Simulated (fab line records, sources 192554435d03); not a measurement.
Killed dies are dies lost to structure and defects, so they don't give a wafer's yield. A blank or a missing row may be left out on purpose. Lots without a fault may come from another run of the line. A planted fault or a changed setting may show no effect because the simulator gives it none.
Chamber matching | flow n5_finfet | N5_BEOL_M13_ETCH_59 on rie_diel-05: 4 sister chambers
The step etches BARC in N2/H2, target depth 89 nm, overetch 26.7 nm, time 67.9 s. 4 wafers are shown with their chamber, then 7 later ones without.

WAFERS WITH THEIR CHAMBER
wafer  | chamber | drypump_motor_current_A (A)
L905.3 | 2       | 6.0
L916.2 | 3       | 5.6
L917.1 | 0       | 6.2
L917.2 | 1       | 5.2

WAFERS WITHOUT THEIR CHAMBER
wafer  | drypump_motor_current_A (A)
L917.3 | 6.2
L920.3 | 6.0
L920.4 | 5.6
L920.6 | 5.2
L923.1 | 5.2
L923.2 | 5.6
L923.5 | 6.1

WHICH CHAMBER EACH WENT THROUGH
wafer  | from the rows above     | in truth
L917.3 | 0                       | 0
L920.3 | 2                       | 2
L920.4 | 3                       | 3
L920.6 | 1                       | 1
L923.1 | 1                       | 1
L923.2 | 3                       | 3
L923.5 | can't be placed: 2 or 0 | 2
Placed correctly: 6 of 7. Can't be placed from these rows: 1 (the true chamber is among the candidates in 1). Placed wrongly: 0.
How it was worked out, from the rows above alone: a wafer's distance from a chamber is the root of the sum, over the readings, of the square of ((its reading less the chamber's mean) divided by the reading's scatter). The wafer belongs to the nearest chamber; if the next one is less than 2 further off, it can't be placed. A chamber's mean is the mean of its shown wafers. The scatter: with one shown wafer a chamber, the root of the mean of the squares of how far each hidden wafer lies from its nearest shown one.
